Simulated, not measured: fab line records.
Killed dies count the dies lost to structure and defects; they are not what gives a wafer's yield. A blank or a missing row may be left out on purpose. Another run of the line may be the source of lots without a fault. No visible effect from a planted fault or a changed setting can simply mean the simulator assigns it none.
fab line records | flow n5-finfet
[record] lots = 7 wafers = 39
route steps=1938 shown SD_ACTIVATION@331 MOL_CONTACT_COAG@538
start-h: start of the lot's first displayed wafer, in hours after the record's first day | wait-h: time in hours since the lot's previous step | " as in the row above | L1.1+2: one row covering several wafers at once | - value missing, or start not given | * or withheld: withheld | < > ~ a bound
route shown NAME@n: names a module that has steps shown in the file, with the first one's number in the route | usual: average and standard deviation across the fault-free wafers | same: alike in all rows | chamber/n: place in a boat | sites: readings site by site | _std_site: how widely they spread, as a standard deviation | _edge_site: inner sites' mean taken away from outer sites' mean | radius-mm: how far each site lies from the wafer's centre | mask NAME#n: copy n | behind: the last tool/chamber to shape the wafer | hold: cause of the lot's hold/its duration in hours/its outcome | device: the n, p or np transistor that did not switch | end of line: tests of these same wafers at the route's end | a step given without rows: its recipe and nothing more | killed: not the wafer's yield, but the dies lost to structure and defects at the first sort | map: a wafer's dies, marking killed ones x, the rest . and places with no die _
set.NAME: the setting as run; set.NAME@STEP: as run at that earlier step | model.NAME: the simulator's own value behind a step, which no gauge read
one table per step and one row per wafer, for lots whose settings were changed on purpose
[[steps]]
[step N5_SD_ACTIVATION_LSA_01]
[recipe] temp-c = 1080 time-s = 0.0008 ambient = N2
[usual] wafer_temp_C_max = 1085.4/1.1
// columns lot.wafer tool chamber start-h wait-h set.temp-c wafer_temp_C_max
L078.1 laser-anneal-02 0 84.43 0.2 1080 1085.8
L078.2 " 0 " " 1080 1084.3
L078.3 " 0 " " 1080 1083.4
L078.4 " 0 " " 1080 1085.0
L078.5 " 0 " " 1080 1083.0
L078.6 " 0 " " 1080 1085.5
L085.1 laser-anneal-01 0 125.50 0.2 1090 1095.5
L085.2 " 0 " " 1080 1086.4
L085.3 " 0 " " 1080 1085.8
L085.4 " 0 " " 1090 1096.4
L085.5 " 0 " " 1090 1096.8
L085.6 " 0 " " 1080 1084.1
L091.1 laser-anneal-02 0 165.21 0.2 1080 1084.5
L091.2 " 0 " " 1080 1085.4
L091.3 " 0 " " 1080 1084.7
L091.4 " 0 " " 1080 1086.7
L091.5 " 0 " " 1080 1084.8
L091.6 " 0 " " 1080 1085.1
L092.1 laser-anneal-01 0 166.38 0.2 1095 1102.9
L092.2 " 0 " " 1095 1101.4
L092.3 " 0 " " 1080 1087.2
L092.4 " 0 " " 1095 1101.6
L092.5 " 0 " " 1080 1087.6
L092.6 " 0 " " 1080 1087.9
L093.3 laser-anneal-02 0 177.12 0.2 1080 1085.0
L093.4 " 0 " " 1080 1087.3
L093.5 " 0 " " 1080 1084.1
L096.1 laser-anneal-02 0 197.49 0.2 1074 1079.9
L096.2 " 0 " " 1074 1078.0
L096.3 " 0 " " 1080 1085.1
L096.4 " 0 " " 1080 1084.7
L096.5 " 0 " " 1074 1077.8
L096.6 " 0 " " 1080 1084.2
L097.1 laser-anneal-01 0 202.80 0.2 1088 1092.7
L097.2 " 0 " " 1080 1085.1
L097.3 " 0 " " 1080 1084.2
L097.4 " 0 " " 1088 1092.9
L097.5 " 0 " " 1088 1094.3
L097.6 " 0 " " 1080 1084.5
[step N5_MOL_CONTACT_COAG_ETCH_110]
[recipe] chemistry = CF4/O2 target = Si target-depth-a = 25 time-s = 8 pressure-mtorr = 100 source-w = 200 bias-w = 12 ion-energy-ev = 60 Ar_flow_sccm = 100 cf4-flow-sccm = 100 O2_flow_sccm = 10
[usual] rf-vpp-V = 129.3/2.8
// columns lot.wafer tool chamber start-h wait-h set.bias-w rf-vpp-V
L078.1 rie-diel-02 2 116.97 0.0 12 124.6
L078.2 " 0 " " 10.84 121.2
L078.3 " 3 " " 12 127.3
L078.4 " 1 " " 12 129.0
L078.5 " 2 " " 10.84 115.3
L078.6 " 3 " " 10.84 116.6
L085.1 rie-diel-01 3 155.45 0.0 12 126.5
L085.2 " 0 " " 13.46 143.9
L085.3 " 1 " " 12 132.3
L085.4 " 2 " " 12 131.9
L085.5 " 2 " " 13.46 144.7
L085.6 " 3 " " 13.46 140.0
L091.1 rie-diel-02 2 197.37 0.0 12 126.0
L091.2 " 1 " " 10.9 117.6
L091.3 " 0 " " 10.9 121.6
L091.4 " 3 " " 12 126.4
L091.5 " 2 " " 10.9 116.2
L091.6 " 3 " " 12 126.1
L092.1 rie-diel-05 3 199.02 0.0 12 131.0
L092.2 " 1 " " 12 132.1
L092.3 " 0 " " 12 125.4
L092.4 " 1 " " 12 132.2
L092.5 " 3 " " 12 132.6
L092.6 " 0 " " 12 124.6
L093.3 rie-diel-01 1 206.52 0.0 12 131.5
L093.4 " 2 " " 12 132.4
L093.5 " 1 " " 12 130.6
L096.1 rie-diel-01 1 230.32 0.0 13.23 142.9
L096.2 " 0 " " 12 132.4
L096.3 " 2 " " 12 131.9
L096.4 " 3 " " 13.23 136.6
L096.5 " 1 " " 13.23 142.4
L096.6 " 0 " " 12 132.9
L097.1 rie-diel-02 0 233.99 0.0 12 132.6
L097.2 " 1 " " 12 128.6
L097.3 " 3 " " 12 128.7
L097.4 " 2 " " 12 126.3
L097.5 " 1 " " 12 130.7
L097.6 " 0 " " 12 132.6
[[key]]
[split] step = N5_SD_ACTIVATION_LSA_01 setting = temp-c stated = 1080 by = wafer
[response] step = N5_SD_ACTIVATION_LSA_01 reading = wafer_temp_C_max change = * per = 1% r = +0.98
[split] step = N5_MOL_CONTACT_COAG_ETCH_110 setting = bias-w stated = 12 by = wafer
[response] step = N5_MOL_CONTACT_COAG_ETCH_110 reading = rf-vpp-V change = +0.924 per = 1% r = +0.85
